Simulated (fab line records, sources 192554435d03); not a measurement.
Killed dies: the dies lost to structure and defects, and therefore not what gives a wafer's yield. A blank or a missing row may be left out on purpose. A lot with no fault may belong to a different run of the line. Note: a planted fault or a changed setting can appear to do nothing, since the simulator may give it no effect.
fab line records	flow n5Finfet
record: lots: 10	wafers: 27	lastDay: 18
route steps=1938 shown BEOL_M0_SAQP@665 BEOL_M4@1111 PASSIVATION@1936
lots untouched by any fault: they come from a run of this same line in which no faults occurred
startH: the number of hours between the record's first day and the start of the first shown wafer of the lot	waitH: hours elapsed since this lot's preceding step	" repeats the value in the row above	L1.1+2: a single row standing in for several wafers	- no value present, or no start provided	* or withheld: withheld	< > ~ a bound
route shown NAME@n: a module of which the file shows steps, and the number in the route of the first	usual: mean/standard deviation of fault-free wafers	same: alike in all rows	chamber/n: place in a boat	sites: per-site readings	_std_site: standard deviation across them	_edge_site: outer sites' mean less inner sites'	radiusMm: how far each site lies from the wafer's centre	mask NAME#n: copy n	behind: the last tool/chamber to shape the wafer	hold: why the lot was held/for how many hours/how that ended	device: which transistor (n, p or np) failed to switch	end of line: tests of these same wafers at the route's end	a step with no rows: only its recipe	killed: count of dies lost to structure and defects at first sort (not the wafer's yield)	map: dies across one wafer; x = killed, . = not, _ = none there
set.NAME: setting as actually run; set.NAME@STEP: the setting as run at that earlier step	model.NAME: the simulator's own value behind a step, which no gauge read
steps of the route over a sample of lots; a table a step, a row a wafer
services: when a tool's chamber went out of use (startH, in hours from the record's first day, below 0 if earlier), for how many hours, and the reason
== steps ==
step: N5_BEOL_M0_SAQP_MANDREL1_REMOVE_100
recipe: chemistry: HBr/Cl2/O2	btTimeS: 10	target: a-Si	stopOn: SiNx	endpoint: OES-SiCl	overEtchFrac: 0.85	icpW: 600	biasW: 30	HBr_flow_sccm: 150	Cl2_flow_sccm: 80	O2_flow_sccm: 5	pressureMtorr: 10
usual: drypumpMotorCurrentA: 5.7/0.36	oesProductAu: 1.005/0.021	throttleValvePct: 36.77/0.26
same: btTimeS: 10
lot.wafer	tool	chamber	startH	waitH	drypumpMotorCurrentA	oesProductAu	rfHoursCounterH	throttleValvePct
L817.1	rieSi-02	3	123.44	0.1	5.9	0.992	152	36.71
L817.2	"	0	"	"	5.9	0.999	148	36.83
L817.4	"	2	"	"	5.5	0.993	153	36.73
L820.1	rieSi-04	0	134.62	0.1	6.5	0.979	149	36.50
L820.4	"	3	"	"	5.4	1.012	112	37.23
L820.5	"	1	"	"	5.6	1.022	-	36.67
L823.2	rieSi-04	2	151.30	0.1	5.6	1.033	38	36.62
L823.3	"	3	"	"	5.4	1.014	113	37.23
L823.5	"	0	"	"	6.4	0.973	-	36.48
L824.3	rieSi-04	3	157.45	0.1	5.4	1.020	113	37.23
L824.4	"	1	"	"	5.7	1.016	-	36.67
L824.6	"	0	"	"	6.4	0.973	-	36.52
L825.4	rieSi-04	1	162.86	0.0	5.7	1.027	182	36.67
L825.5	"	2	"	"	5.6	1.031	-	36.62
L825.6	"	1	"	"	5.7	1.018	-	36.66
L832.1	rieSi-04	2	206.21	0.1	5.6	1.032	39	36.63
L832.3	"	0	"	"	6.4	0.963	150	36.50
L832.5	"	2	"	"	5.6	1.027	-	36.62
L835.1	rieSi-02	1	231.14	0.1	6.0	1.000	11	37.11
L835.6	"	2	"	"	5.5	0.993	-	36.74
L836.3	rieSi-04	2	236.35	0.1	5.6	1.025	40	36.60
L836.5	"	0	"	"	6.4	0.976	-	36.51
L838.4	rieSi-04	1	247.49	0.1	5.7	1.010	-	36.67
L838.5	"	2	"	"	5.6	1.025	-	36.62
L838.6	"	0	"	"	6.4	0.971	-	36.51
L839.2	rieSi-05	1	249.93	0.1	4.9	1.028	78	36.61
L839.4	"	0	"	"	5.6	0.998	6	36.56
step: N5_BEOL_M0_SAQP_ETCH_101
recipe: chemistry: CH3F/O2	target: SiNx	maskMaterial: SiO2	targetDepthA: 299	timeS: 42.7	pressureMtorr: 30	sourceW: 395	biasW: 73	Ar_flow_sccm: 150	CH3F_flow_sccm: 30	O2_flow_sccm: 20	ionEnergyEv: 120
usual: CH3F_flow_sccm: 30.00/0.098	O2_flow_sccm: 20.01/0.063	drypumpMotorCurrentA: 6.0/0.4	oesProductAu: 0.78/0.092	rfVppV: 298/9	showerheadPlenumPTorr: 1.99/0.059	throttleValvePct: 16.36/0.23
lot.wafer	tool	chamber	startH	waitH	CH3F_flow_sccm	O2_flow_sccm	drypumpMotorCurrentA	oesProductAu	rfHoursCounterH	rfVppV	showerheadPlenumPTorr	throttleValvePct
L817.1	rieDiel-01	0	123.64	0.1	30.00	20.04	6.2	0.69	243	292	2.05	16.57
L817.2	"	1	"	"	30.09	19.97	6.1	0.94	11	297	1.96	16.29
L817.4	"	2	"	"	29.82	20.07	6.0	0.73	145	303	2.07	16.50
L820.1	rieDiel-03	2	134.77	0.0	29.88	19.90	6.6	0.74	201	305	1.96	16.27
L820.4	"	1	"	"	30.01	20.00	5.8	0.67	248	306	1.96	16.53
L820.5	"	0	"	"	29.87	19.98	5.3	0.80	-	302	2.01	16.19
L823.2	rieDiel-02	1	151.45	0.0	30.10	19.91	5.7	0.74	149	290	1.93	16.77
L823.3	"	0	"	"	29.93	20.08	6.6	0.89	42	291	2.05	15.98
L823.5	"	0	"	"	30.01	20.00	6.6	0.89	-	291	2.05	15.99
L824.3	rieDiel-03	2	157.65	0.1	-	-	-	-	-	-	-	-
L824.4	"	0	"	"	-	-	-	-	-	-	-	-
L824.6	"	2	"	"	-	-	-	-	-	-	-	-
L825.4	rieDiel-02	2	163.05	0.1	-	-	-	-	-	-	-	-
L825.5	"	0	"	"	-	-	-	-	-	-	-	-
L825.6	"	1	"	"	-	-	-	-	-	-	-	-
L832.1	rieDiel-02	1	206.36	0.0	29.89	20.12	5.8	0.72	167	290	1.92	16.80
L832.3	"	3	"	"	29.93	19.95	5.8	0.74	189	315	1.90	16.17
L832.5	"	1	"	"	30.12	20.00	5.8	0.73	-	290	1.92	16.81
L835.1	rieDiel-01	3	231.29	0.0	29.97	20.03	5.9	0.70	217	296	1.98	16.51
L835.6	"	2	"	"	30.00	19.89	6.0	0.73	-	305	2.06	16.55
L836.3	rieDiel-02	0	236.49	0.0	30.04	20.03	6.6	0.86	68	290	2.04	16.03
L836.5	"	2	"	"	29.88	20.03	5.7	1.03	-	304	2.12	16.30
L838.4	rieDiel-01	0	247.60	0.0	29.86	19.96	6.2	0.91	25	292	2.04	16.11
L838.5	"	2	"	"	30.15	19.96	6.0	0.71	-	304	2.06	16.56
L838.6	"	3	"	"	30.05	20.02	5.9	0.68	-	298	1.98	16.51
L839.2	rieDiel-02	0	250.34	0.3	29.98	19.99	6.6	0.84	71	292	2.04	16.04
L839.4	"	3	"	"	30.08	20.00	5.8	0.72	199	315	1.89	16.18
step: N5_BEOL_M0_SAQP_RECESS_104
recipe: chemistry: HF/NH3	target: SiO2	targetDepthA: 180	afsCycles: 3	tempC: 30	sublimationTempC: 180	sublimationTimeS: 60
usual: drypumpMotorCurrentA: 5.44/0.3
lot.wafer	tool	chamber	startH	waitH	drypumpMotorCurrentA
L817.1	vaporEtch-01	1	123.86	0.1	5.68
L817.2	"	0	"	"	5.62
L817.4	"	1	"	"	5.68
L820.1	vaporEtch-02	0	134.99	0.1	5.57
L820.4	"	0	"	"	5.59
L820.5	"	1	"	"	4.99
L823.2	vaporEtch-01	1	151.67	0.1	5.69
L823.3	"	1	"	"	5.67
L823.5	"	1	"	"	5.70
L824.3	vaporEtch-02	0	157.98	0.2	5.56
L824.4	"	1	"	"	5.00
L824.6	"	0	"	"	5.57
L825.4	vaporEtch-02	0	163.35	0.2	5.55
L825.5	"	1	"	"	4.99
L825.6	"	0	"	"	5.56
L832.1	vaporEtch-01	1	206.58	0.1	5.68
L832.3	"	1	"	"	5.65
L832.5	"	1	"	"	5.66
L835.1	vaporEtch-02	0	231.51	0.1	5.58
L835.6	"	1	"	"	4.94
L836.3	vaporEtch-02	0	236.83	0.2	5.55
L836.5	"	0	"	"	5.57
L838.4	vaporEtch-01	1	247.94	0.2	5.66
L838.5	"	0	"	"	5.65
L838.6	"	1	"	"	5.65
L839.2	vaporEtch-01	1	250.87	0.4	5.67
L839.4	"	0	"	"	5.65
step: N5_BEOL_M0_SAQP_RECESS_109
recipe: chemistry: HF/NH3	target: SiO2	targetDepthA: 30	afsCycles: 1	tempC: 30	sublimationTempC: 180	sublimationTimeS: 60
usual: drypumpMotorCurrentA: 5.43/0.3
lot.wafer	tool	chamber	startH	waitH	drypumpMotorCurrentA
L817.1	vaporEtch-02	0	124.48	0.0	5.56
L817.2	"	1	"	"	4.96
L817.4	"	1	"	"	5.00
L820.1	vaporEtch-01	0	135.69	0.0	5.63
L820.4	"	0	"	"	5.63
L820.5	"	0	"	"	5.61
L823.2	vaporEtch-02	0	152.28	0.0	5.58
L823.3	"	0	"	"	5.57
L823.5	"	0	"	"	5.58
L824.3	vaporEtch-01	0	158.71	0.1	5.65
L824.4	"	1	"	"	5.63
L824.6	"	1	"	"	5.68
L825.4	vaporEtch-02	0	163.88	0.1	5.60
L825.5	"	0	"	"	5.56
L825.6	"	1	"	"	4.98
L832.1	vaporEtch-02	0	207.19	0.0	5.54
L832.3	"	1	"	"	5.00
L832.5	"	0	"	"	5.54
L835.1	vaporEtch-02	0	232.12	0.0	5.58
L835.6	"	0	"	"	5.59
L836.3	vaporEtch-02	1	239.18	1.9	4.96
L836.5	"	1	"	"	4.94
L838.4	vaporEtch-02	0	248.47	0.1	5.60
L838.5	"	0	"	"	5.58
L838.6	"	1	"	"	4.99
L839.2	vaporEtch-01	0	251.52	0.0	5.62
L839.4	"	0	"	"	5.63
step: N5_BEOL_M4_RC_MEAS_101
usual: DIBL_N: 36.1/2	DIBL_P: 36.3/2.5	IOFF_N: 0.16/0.037	IOFF_P: 0.21/0.039	ION_N: 678/15	ION_P: 465/8.7	SS_N: 71.4/0.7	SS_P: 73.3/0.74	VT_N: 249/3.6	VT_P: -250.0/2.9
lot.wafer	tool	chamber	startH	waitH	DIBL_N[mV/V]	DIBL_P[mV/V]	IOFF_N[nA/um]	IOFF_P[nA/um]	ION_N[uA/um]	ION_P[uA/um]	SS_N[mV/dec]	SS_P[mV/dec]	VT_N[mV]	VT_P[mV]
L817.1	prober-02	0	178.41	0.0	38.3	39.1	0.24	0.29	711	482	71.9	73.6	241	-245.8
L817.2	"	0	"	"	35.3	35.5	0.16	0.22	670	465	71.7	71.8	249	-248.4
L817.4	"	0	"	"	35.2	36.0	0.16	0.23	671	465	71.8	72.8	245	-249.0
L820.1	prober-01	0	195.83	0.0	37.2	35.6	0.17	0.23	688	472	71.7	74.1	249	-251.1
L820.4	"	0	"	"	39.2	36.4	0.20	0.25	681	459	72.3	73.8	247	-249.6
L820.5	"	0	"	"	38.7	36.8	0.18	0.26	688	473	72.6	73.2	249	-251.2
L823.2	prober-02	0	199.78	0.2	32.3	30.4	0.09	0.14	653	459	70.1	71.2	257	-253.7
L823.3	"	0	"	"	34.5	33.9	0.12	0.18	666	465	71.4	73.0	251	-250.1
L823.5	"	0	"	"	37.8	38.5	0.17	0.25	672	467	71.9	73.8	248	-247.8
L832.1	prober-02	0	283.95	0.0	32.4	32.2	0.11	0.13	660	448	70.8	71.7	252	-256.9
L832.3	"	0	"	"	35.0	36.2	0.15	0.18	670	458	71.6	73.5	250	-254.3
L832.5	"	0	"	"	32.9	34.0	0.13	0.16	675	461	70.4	71.8	248	-254.9
L835.1	prober-02	0	308.27	0.0	34.5	35.3	0.15	0.20	690	476	71.0	72.5	249	-250.5
L835.6	"	0	"	"	34.3	35.2	0.13	0.19	660	453	70.8	72.5	252	-249.1
L839.2	prober-02	0	313.26	0.2	34.2	34.1	0.13	0.18	676	466	70.1	73.3	251	-251.3
L839.4	"	0	"	"	36.9	37.5	0.16	0.23	672	468	71.6	74.1	251	-249.1
L836.3	prober-02	0	318.94	0.3	35.6	35.0	0.15	0.20	675	466	71.8	73.3	250	-247.7
L836.5	"	0	"	"	33.9	33.2	0.13	0.20	679	471	70.7	73.0	252	-248.3
L838.4	prober-01	0	325.44	0.5	39.8	41.0	0.25	0.31	702	476	72.3	74.4	242	-245.9
L838.5	"	0	"	"	36.3	37.9	0.17	0.25	687	474	71.1	74.2	246	-244.9
L838.6	"	0	"	"	37.8	38.1	0.21	0.24	689	460	72.4	74.1	244	-248.1
step: N5_PASSIVATION_PROBE_49
usual: defectLimitedYield: 91.1/1.3	killed_at_M0_to_M3: 32/9.7	killed_at_M4_up: 16/6	killedAtContacts: 12/5.9	killedAtFrontEnd: 41/11	killedAtOther: 4/3.1	killedDies: 104/16	killedOnRim: 14/4	killedOpen: 68/12	killedShort: 34/7.4	sort_bin_5_function: 5.1/0.85	sort_bin_6_memory: 3.3/0.66	sort_bin_8_speed: 0.1/0.53	sortNPass: 1075/16	sortYieldPct: 91.1/1.4
same: grossDies: 1180	killedAtBackSide: 0	sort_bin_4_leakage[%]: 0
lot.wafer	tool	chamber	startH	waitH	defectLimitedYield[%]	killed_at_M0_to_M3	killed_at_M4_up	killedAtContacts	killedAtFrontEnd	killedAtOther	killedDies	killedOnRim	killedOpen	killedShort	sort_bin_5_function[%]	sort_bin_6_memory[%]	sort_bin_8_speed[%]	sortNPass	sortYieldPct[%]
L824.3	prober-01	-	332.30	0.1	0	1112	18	18	27	5	1180	152	52	26	97.7	2.1	0	0	0
L824.4	prober-01	-	332.35	0.2	0	1096	20	11	53	0	1180	152	56	46	96.9	2.7	0	0	0
L824.6	prober-01	-	332.45	0.3	0	1100	20	15	43	2	1180	152	67	39	96.1	3.4	0	0	0
L825.4	prober-02	-	343.40	0.2	0	1081	19	18	53	9	1180	152	92	48	95.2	4.3	0	0	0
L825.5	prober-02	-	343.45	0.2	0	1127	12	16	23	2	1180	152	66	35	96.5	3.3	0	0	0
L825.6	prober-02	-	343.50	0.3	0	1118	14	13	31	4	1180	152	65	26	96.9	2.9	0	0	0
killed by level:class
L824.3 BEOL_M0_SAQP:areaEtch=1100 MOL_CONTACT_COAG:geometricParticle:open=15 FIN_SAQP:geometricParticle:short=11 BEOL_M4:geometricParticle:open=8 FIN_SAQP:geometricParticle:open=4 ILD0:geometricParticle:open=3 MOL_CONTACT_COAG:geometricParticle:short=3 BEOL_M1:geometricParticle:open=3
L824.4 BEOL_M0_SAQP:areaEtch=1077 FIN_SAQP:geometricParticle:short=20 MOL_CONTACT_COAG:geometricParticle:open=10 BEOL_M4:geometricParticle:open=8 FIN_SAQP:geometricParticle:open=6 STARTING-WAFER:geometricParticle:short=5 BEOL_M2:geometricParticle:open=4 GATE_CUT:geometricParticle:short=4
L824.6 BEOL_M0_SAQP:areaEtch=1071 FIN_SAQP:geometricParticle:short=13 MOL_CONTACT_COAG:geometricParticle:open=13 FIN_SAQP:geometricParticle:open=9 BEOL_M0_SAQP:geometricParticle:short=9 DUMMY_GATE:geometricParticle:open=8 BEOL_M2:geometricParticle:open=6 BEOL_M0_SAQP:geometricParticle:open=5
L825.4 BEOL_M0_SAQP:areaEtch=1039 STI_FIN_REVEAL:geometricParticle:open=20 MOL_CONTACT_COAG:geometricParticle:open=17 BEOL_M0_SAQP:geometricParticle:short=13 BEOL_M0_SAQP:geometricParticle:open=9 BEOL_M4:geometricParticle:open=9 FIN_SAQP:geometricParticle:short=8 BEOL_M2:geometricParticle:open=8
L825.5 BEOL_M0_SAQP:areaEtch=1079 MOL_CONTACT_COAG:geometricParticle:open=14 BEOL_M0_SAQP:geometricParticle:short=11 BEOL_M3:geometricParticle:open=10 BEOL_M0_SAQP:geometricParticle:open=8 BEOL_M2:geometricParticle:open=6 BEOL_M2:geometricParticle:short=6 FIN_SAQP:geometricParticle:open=4
L825.6 BEOL_M0_SAQP:areaEtch=1088 MOL_CONTACT_COAG:geometricParticle:open=11 BEOL_M0_SAQP:geometricParticle:open=8 BEOL_M0_SAQP:geometricParticle:short=8 FIN_SAQP:geometricParticle:open=6 BEOL_M4:geometricParticle:open=6 GATE_CUT:geometricParticle:short=4 STI_FIN_REVEAL:geometricParticle:open=4
== services ==
tool	chamber	startH	hours	kind
rieSi-02	0	114.51	2.6	repair
rieDiel-02	2	114.71	9.7	repair
rieDiel-03	1	142.19	-	clean
rieDiel-01	0	143.73	-	clean
rieDiel-01	0	143.73	-	consumableReplace:focusRing
rieDiel-01	0	143.73	12.9	scheduledDown
rieDiel-01	0	143.73	12.9	ventCycle
rieSi-04	2	156.14	6.2	repair
rieDiel-02	3	159.82	13.2	repair
rieSi-05	2	164.19	6.8	repair
rieSi-04	0	178.88	4.3	repair
rieDiel-01	-	185.38	2.8	pm
rieSi-05	-	202.99	2.8	pm
rieDiel-02	2	203.25	-	clean
rieDiel-02	2	203.25	-	consumableReplace:focusRing
rieDiel-02	2	203.25	-	consumableReplace:showerhead
rieDiel-02	2	203.25	16.7	scheduledDown
rieDiel-02	2	203.25	16.7	ventCycle
rieDiel-01	1	203.57	9.8	repair
rieSi-04	-	215.83	0.4	repair
vaporEtch-01	-	228.68	14.6	pm
rieSi-04	3	243.49	4.1	repair
vaporEtch-02	-	251.11	0.3	repair
rieSi-04	-	251.13	2.8	pm
== key ==
firstSign: step: N5_BEOL_M0_SAQP_ETCH_101	reading: toolRecord	direction: missing
effect: step: N5_PASSIVATION_PROBE_49	reading: killed_at_M0_to_M3	direction: up	sigmas: 99+	usual: 32	struck: 1106
moreKillsBornAt: N5_BEOL_M0_SAQP_ETCH_101@rieDiel-03: 3239	N5_BEOL_M0_SAQP_ETCH_101@rieDiel-02: 3206
metAt N5_BEOL_M0_SAQP_ETCH_101
struckLots L824,L825
laterRowsLeftOut L824.3,L824.4,L824.6,L825.4,L825.5,L825.6
notActingAt N5_BEOL_M0_SAQP_MANDREL1_REMOVE_100,N5_BEOL_M0_SAQP_RECESS_104,N5_BEOL_M0_SAQP_RECESS_109
onsetBetween 151.45 157.65
fault: kind: skippedStepWhole	tool: rieDiel-02,rieDiel-03	chamber: -	onsetH: 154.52	steps: N5_BEOL_M0_SAQP_ETCH_101	scope: struckLotsOnly
laterRowsLeftOut: the simulator's readings of these wafers behind a module that went badly wrong aren't trusted and aren't shown, but for the sort
